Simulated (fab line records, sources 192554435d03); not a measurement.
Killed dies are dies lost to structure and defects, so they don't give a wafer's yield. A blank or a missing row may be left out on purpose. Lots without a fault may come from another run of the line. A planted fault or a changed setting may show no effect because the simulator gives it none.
Which tool did it? | flow n5_finfet | 14 lots, 37 wafers sampled, at 3 steps of a route of 1938

WHAT THE GAUGES READ, wafer by wafer
N5_START_INSPECT_01: inspects for defects (unpatterned scan). Usual: raw_defect_count 5.7, standard deviation 2.6.
lot  | measured    | on                | raw_defect_count | flag
L351 | day 1 12:02 | defect_inspect-02 | 7 8 2            |
L352 | day 1 18:02 | defect_inspect-01 | 4 6 4            |
L353 | day 2 00:02 | defect_inspect-01 | 9 4 4            |
L354 | day 2 06:02 | defect_inspect-01 | 7 5              |
L355 | day 2 12:02 | defect_inspect-02 | 5 4 5            |
L357 | day 3 00:02 | defect_inspect-02 | 0 2              |
L358 | day 3 06:02 | defect_inspect-01 | 7 9              |
L360 | day 3 18:02 | defect_inspect-01 | 4 5              |
L361 | day 4 00:02 | defect_inspect-02 | 7 10 4           |
L364 | day 4 18:02 | defect_inspect-02 | 8 2              |
L365 | day 5 00:02 | defect_inspect-02 | 9 4 4            |
L368 | day 5 18:02 | defect_inspect-01 | 10 5 5           |
L372 | day 6 18:02 | defect_inspect-01 | 2 9 7            |
L373 | day 7 00:02 | defect_inspect-02 | 3 4 10           |

N5_WELL_APT_INSPECT_27: inspects for defects (macro). Usual: raw_defect_count 2.3, standard deviation 1.3.
lot  | measured    | on                | raw_defect_count | flag
L351 | day 1 14:53 | defect_inspect-02 | 2 1 3            |
L352 | day 1 20:52 | defect_inspect-01 | 4 3 4            |
L353 | day 2 03:21 | defect_inspect-02 | 0 2 4            |
L354 | day 2 09:37 | defect_inspect-02 | 2 1              |
L355 | day 2 15:29 | defect_inspect-02 | 2 3 2            |
L357 | day 3 02:54 | defect_inspect-01 | 3 3              |
L358 | day 3 09:03 | defect_inspect-01 | 4 1              |
L360 | day 3 21:01 | defect_inspect-01 | 2 5              |
L361 | day 4 03:15 | defect_inspect-01 | 4 3 4            |
L364 | day 4 20:59 | defect_inspect-01 | 2 0              |
L365 | day 5 04:14 | defect_inspect-01 | 2 2 3            |
L368 | day 5 21:42 | defect_inspect-02 | 1 4 0            |
L372 | day 6 20:45 | defect_inspect-01 | 1 2 0            |
L373 | day 7 03:50 | defect_inspect-01 | 2 1 3            |

WHICH TOOL RAN EACH LOT (tool, then ch and the chambers of the sampled wafers, then the start)
lot  | N5_ZERO_LAYER_PECVD_02
L351 | pecvd-04 ch 0,1,2, day 1 12:18
L352 | pecvd-04 ch 0,1,2, day 1 18:17
L353 | pecvd-04 ch 1,2, day 2 00:19
L354 | pecvd-02 ch 0,2, day 2 06:19
L355 | pecvd-01 ch 0,1, day 2 12:18
L357 | pecvd-04 ch 0, day 3 00:17
L358 | pecvd-04 ch 0,2, day 3 06:18
L360 | pecvd-01 ch 0,2, day 3 18:19
L361 | pecvd-01 ch 0,1, day 4 00:20
L364 | pecvd-01 ch 0, day 4 18:17
L365 | pecvd-02 ch 0,1,2, day 5 00:17
L368 | pecvd-02 ch 1,2, day 5 18:17
L372 | pecvd-04 ch 0,1,2, day 6 18:17
L373 | pecvd-01 ch 0,1,2, day 7 00:17
- N5_ZERO_LAYER_PECVD_02: deposits SiO2 from SiH4/N2O, target thk 10 nm, time 6 s.

WHAT THE TOOLS THEMSELVES READ (means of the sampled wafers that have a number; where no wafer has one, the mark that the record gives instead)
N5_ZERO_LAYER_PECVD_02. Usual: heater_power_w 798 W, standard deviation 120; showerhead_plenum_p_Torr 8.26 Torr, standard deviation 0.19.
lot  | tool     | heater_power_w (W) | showerhead_plenum_p_Torr (Torr) | flag
L351 | pecvd-04 | 936                | 8.35                            |
L352 | pecvd-04 | 926                | 8.36                            |
L353 | pecvd-04 | 985                | 8.32                            |
L354 | pecvd-02 | 686                | 8.07                            |
L355 | pecvd-01 | 809                | 8.26                            |
L357 | pecvd-04 | 746                | 8.34                            |
L358 | pecvd-04 | 924                | 8.45                            |
L360 | pecvd-01 | 826                | 8.29                            |
L361 | pecvd-01 | 808                | 8.27                            |
L364 | pecvd-01 | 930                | 8.36                            |
L365 | pecvd-02 | 725                | 8.18                            |
L368 | pecvd-02 | 714                | 8.03                            |
L372 | pecvd-04 | 945                | 8.37                            |
L373 | pecvd-01 | 754                | 8.22                            |

THE ANSWER, worked out from the rows above alone
Rule: a lot is off if the mean of its wafers that have a number lies more than 3 standard deviations from the usual mean. A lot without any number at a reading at which 4 lots or more have one is off too. The other lots that the step has rows for count as sound. The gauges are gone through in route order, then the tools' own readings, and for those a lot's mean is taken as printed above. The first step at which some lot is off is used, and at that step the reading that is off furthest; a lot without a number counts as furthest.
No lot is off at any reading shown: from this, nothing can be told.

WHAT THE SIMULATOR HAD PUT IN
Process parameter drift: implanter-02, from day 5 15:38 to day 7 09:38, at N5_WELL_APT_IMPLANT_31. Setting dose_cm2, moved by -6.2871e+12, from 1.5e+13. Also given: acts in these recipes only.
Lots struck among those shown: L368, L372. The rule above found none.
